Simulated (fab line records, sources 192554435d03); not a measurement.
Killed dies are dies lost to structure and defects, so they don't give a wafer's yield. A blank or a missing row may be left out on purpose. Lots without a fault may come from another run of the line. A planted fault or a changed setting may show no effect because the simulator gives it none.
Split-lot experiment | flow n5_finfet | 7 lots, 39 wafers read, on a route of 1938 steps

THE SPLIT
At N5_FIN_CUT_CUT_ETCH_26 (etches SiNx in CH3F/O2, target depth 39 nm, time 55.7 s), the setting target_depth_a was moved away from the recipe's 390 angstrom on 18 of the 39 wafers read, by -53.8% to +47.7%. The other wafers ran this setting at the recipe's value.

The reading is taken at the split's own step.

THE READING
SOC_of_FIN_CUT_COAT_18.thk_nm (the simulator's own value, which no gauge read), in nm, at N5_FIN_CUT_CUT_ETCH_26 (etches SiNx in CH3F/O2, target depth 39 nm, time 55.7 s). The file gives no usual value for it. The 21 wafers here that ran the recipe average 212.0 nm, standard deviation 0.68 nm.

wafer  | tool, chamber at the split | target_depth_a as run, angstrom | against the recipe | SOC_of_FIN_CUT_COAT_18.thk_nm, nm | against lot-mates on the recipe
L078.1 | rie_diel-01, 3             | 390                             | recipe             | 210.8                             | -
L078.2 | rie_diel-01, 2             | 390                             | recipe             | 210.4                             | -
L078.3 | rie_diel-01, 1             | 576.2                           | +47.7%             | 203.8                             | -7.1
L078.4 | rie_diel-01, 0             | 576.2                           | +47.7%             | 203.2                             | -7.7
L078.5 | rie_diel-01, 2             | 390                             | recipe             | 211.4                             | -
L078.6 | rie_diel-01, 1             | 576.2                           | +47.7%             | 204.4                             | -6.5
L084.1 | rie_diel-04, 0             | 390                             | recipe             | 212.2                             | -
L084.2 | rie_diel-04, 1             | 497                             | +27.4%             | 206.6                             | -5.9
L084.3 | rie_diel-04, 3             | 497                             | +27.4%             | 206.8                             | -5.7
L084.4 | rie_diel-04, 2             | 497                             | +27.4%             | 206.2                             | -6.3
L084.5 | rie_diel-04, 3             | 390                             | recipe             | 212.6                             | -
L084.6 | rie_diel-04, 0             | 390                             | recipe             | 212.6                             | -
L085.1 | rie_diel-06, 2             | 390                             | recipe             | 213                               | -
L085.2 | rie_diel-06, 3             | 180.2                           | -53.8%             | 222.6                             | +10.2
L085.3 | rie_diel-06, 1             | 390                             | recipe             | 211.8                             | -
L085.4 | rie_diel-06, 0             | 180.2                           | -53.8%             | 223.2                             | +10.8
L085.5 | rie_diel-06, 0             | 390                             | recipe             | 212.4                             | -
L085.6 | rie_diel-06, 1             | 180.2                           | -53.8%             | 221.8                             | +9.4
L091.1 | rie_diel-04, 2             | 390                             | recipe             | 211                               | -
L091.2 | rie_diel-04, 3             | 475.6                           | +21.9%             | 208.2                             | -3.5
L091.3 | rie_diel-04, 0             | 390                             | recipe             | 212                               | -
L091.4 | rie_diel-04, 1             | 390                             | recipe             | 212                               | -
L091.5 | rie_diel-04, 0             | 475.6                           | +21.9%             | 207.8                             | -3.9
L091.6 | rie_diel-04, 3             | 475.6                           | +21.9%             | 208.2                             | -3.5
L093.1 | rie_diel-06, 2             | 530.7                           | +36.1%             | 205.8                             | -6.5
L093.2 | rie_diel-06, 3             | 390                             | recipe             | 211.6                             | -
L093.3 | rie_diel-06, 1             | 530.7                           | +36.1%             | 205.4                             | -6.9
L093.4 | rie_diel-06, 0             | 390                             | recipe             | 212.6                             | -
L093.5 | rie_diel-06, 3             | 390                             | recipe             | 212.6                             | -
L093.6 | rie_diel-06, 2             | 530.7                           | +36.1%             | 205.8                             | -6.5
L095.1 | rie_diel-06, 0             | 390                             | recipe             | 212.4                             | -
L095.2 | rie_diel-06, 3             | 477.2                           | +22.4%             | 208.6                             | -3.8
L095.3 | rie_diel-06, 2             | 477.2                           | +22.4%             | 208.2                             | -4.2
L095.4 | rie_diel-06, 1             | 477.2                           | +22.4%             | 207.2                             | -5.2
L095.5 | rie_diel-06, 2             | 390                             | recipe             | 212.4                             | -
L095.6 | rie_diel-06, 3             | 390                             | recipe             | 212.4                             | -
L097.1 | rie_diel-06, 2             | 390                             | recipe             | 212                               | -
L097.5 | rie_diel-06, 0             | 390                             | recipe             | 211.8                             | -
L097.6 | rie_diel-06, 1             | 390                             | recipe             | 211                               | -

THE FIT
A straight line over all 39 wafers: SOC_of_FIN_CUT_COAT_18.thk_nm changes by -0.185 nm for each +1% of target_depth_a; r = -0.99; the points scatter about the line by 0.65 nm.
The same after taking each lot's own level away (the mean of its wafers on the recipe; 39 wafers): -0.179 nm for each +1%; r = -0.99; scatter 0.69 nm.
On that fit, the largest move of target_depth_a shifts the reading by 9.6 nm.
The lots' own levels span 210.87 to 212.47 nm, that is 2.4 times the standard deviation above.
So the lot-to-lot level changes the slope little: the two slopes agree.
Check: with one of the wafers moved furthest among these (-53.8%) left out of the fit, the line predicts +9.53 nm for it against its lot-mates. It came out at +10.2 nm against them.

OTHER SPLITS ON THESE WAFERS
These wafers also went through other splits before the reading. Each is held against what the fit with the lots' levels taken away leaves over:
other split on the same wafers     | wafers away from the commonest value | r with SOC_of_FIN_CUT_COAT_18.thk_nm (lot level and that fit taken away)
N5_FIN_SAQP_HM_DEP_03 target_thk_a | 12                                   | -0.13

THE WHOLE CHAIN: every reading that the file lists as answering this split, in the file's order
step                   | what it does                                            | reading                                                                        | change (the file's fit)               | r (the file's)
N5_FIN_CUT_CUT_ETCH_26 | etches SiNx in CH3F/O2, target depth 39 nm, time 55.7 s | etch.depth_nm (the simulator's own value, which no gauge read)                 | +0.371 nm for each +1% of the setting | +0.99
N5_FIN_CUT_CUT_ETCH_26 | etches SiNx in CH3F/O2, target depth 39 nm, time 55.7 s | SOC_of_FIN_CUT_COAT_18.thk_nm (the simulator's own value, which no gauge read) | -0.178 nm for each +1% of the setting | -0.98

THE FILE'S OWN FIT
SOC_of_FIN_CUT_COAT_18.thk_nm changes by -0.178 nm for each +1% of target_depth_a, r = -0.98.
